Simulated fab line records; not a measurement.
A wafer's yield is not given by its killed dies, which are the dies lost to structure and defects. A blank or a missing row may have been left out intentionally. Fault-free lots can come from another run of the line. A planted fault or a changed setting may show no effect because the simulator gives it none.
Lot-split experiment | flow n5-finfet | 21 wafers read across 7 lots, on a route 1938 steps long

== SPLIT DETAILS ==
At N5_BEOL_M0_SAQP_ETCH_107 (etches SiNx in CH3F/O2, target depth 30 nm), the setting source-w was moved away from the recipe's 395 W on 5 of the 21 wafers read, by -17.2% to +16.3%. For the rest of the wafers, this setting stayed at what the recipe calls for.

The split's own step is where the reading is taken.

== THE READING ==
rf-vpp-V, in V, at N5_BEOL_M0_SAQP_ETCH_107 (etches SiNx in CH3F/O2, target depth 30 nm). Typical for fault-free wafers on this fab line: 294 V, with standard deviation 4.1 V.

wafer  | tool, chamber at the split | source-w as run, W | against the recipe | rf-vpp-V, V | against lot-mates on the recipe
L086.3 | rie-diel-04, 1             | 395                | recipe             | 297         | -
L086.4 | rie-diel-04, 3             | 395                | recipe             | 290         | -
L086.6 | rie-diel-04, 2             | 395                | recipe             | 298         | -
L087.1 | rie-diel-04, 2             | 341                | -13.7%             | 319         | +26
L087.3 | rie-diel-04, 1             | 395                | recipe             | 298         | -
L087.6 | rie-diel-04, 3             | 395                | recipe             | 289         | -
L088.3 | rie-diel-02, 2             | 395                | recipe             | 294         | -
L088.4 | rie-diel-02, 2             | 395                | recipe             | 292         | -
L088.5 | rie-diel-02, 1             | 395                | recipe             | 296         | -
L090.1 | rie-diel-04, 1             | 395                | recipe             | 298         | -
L090.5 | rie-diel-04, 1             | 395                | recipe             | 296         | -
L090.6 | rie-diel-04, 3             | 327.2              | -17.2%             | 316         | +19
L093.2 | rie-diel-04, 2             | 395                | recipe             | 299         | -
L093.4 | rie-diel-04, 3             | 349.1              | -11.6%             | 307         | +8
L093.5 | rie-diel-04, 2             | 395                | recipe             | 299         | -
L096.1 | rie-diel-02, 3             | 459.2              | +16.3%             | 275         | -21
L096.2 | rie-diel-02, 0             | 459.2              | +16.3%             | 277         | -19
L096.6 | rie-diel-02, 3             | 395                | recipe             | 296         | -
L097.4 | rie-diel-05, 2             | 395                | recipe             | 289         | -
L097.5 | rie-diel-05, 1             | 395                | recipe             | 287         | -
L097.6 | rie-diel-05, 0             | 395                | recipe             | 296         | -

THE FIT
A straight line over all 21 wafers: rf-vpp-V changes by -1.26 V for each +1% of source-w; r = -0.93; the points scatter about the line by 4 V.
The same after taking each lot's own level away (the mean of its wafers on the recipe; 21 wafers): -1.24 V for each +1%; r = -0.93; scatter 3.7 V.
The reading moves by 21 V for the largest change in source-w, on that fit.
From 290.7 to 299.0 V: that is the span of the lots' own levels, equal to 2.0 times the standard deviation above.
The two slopes are in agreement: the lot-to-lot level therefore moves the slope only a little.
Check: +22.2 V against its lot-mates is what the line predicts for one of the wafers moved furthest among these (-17.2%) when that wafer is left out of the fit. It came out at +19 V against them.
Tool readings at the split's step, against how far the setting was moved: rf-vpp-V r = -0.93.

== OTHER SPLITS APPLIED TO THESE WAFERS ==
Other splits were also applied to these wafers ahead of the reading. Each is held against what the fit with the lots' levels taken away leaves over:
other split on the same wafers        | wafers away from the commonest value | r with rf-vpp-V (lot level and that fit taken away)
N5_SD_EPI_N_DESCUM_14 time-s          | 9                                    | +0.25
N5_SDB_COAT_04 spin-rpm               | 7                                    | -0.26
N5_SDB_ETCH_18 source-w               | 4                                    | +0.39
N5_HKMG_FIN_ETCH_55 bias-w            | 5                                    | -0.07
N5_GATE_CUT_DESCUM_18 time-s          | 8                                    | -0.07
N5_MOL_CONTACT_COAG_ETCH_105 bias-w   | 7                                    | +0.08
N5_MOL_CONTACT_COAG_PECVD_31 temp-c   | 4                                    | -0.32
N5_MOL_CONTACT_COAG_EXPOSE_81 dose-mj | 6                                    | +0.24

== THE WHOLE CHAIN: every reading that the file lists as answering this split, in the file's order ==
step                     | what it does                               | reading                                                                        | change (the file's fit)               | r (the file's)
N5_BEOL_M0_SAQP_ETCH_107 | etches SiNx in CH3F/O2, target depth 30 nm | rf-vpp-V                                                                       | -1.25 V for each +1% of the setting   | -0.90
N5_BEOL_M0_SAQP_ETCH_107 | etches SiNx in CH3F/O2, target depth 30 nm | BEOL_M0_SAQP.feature-depth-nm (the simulator's own value, which no gauge read) | +0.133 nm for each +1% of the setting | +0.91

== THE FILE'S OWN FIT ==
rf-vpp-V changes by -1.25 V for each +1% of source-w, r = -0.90.
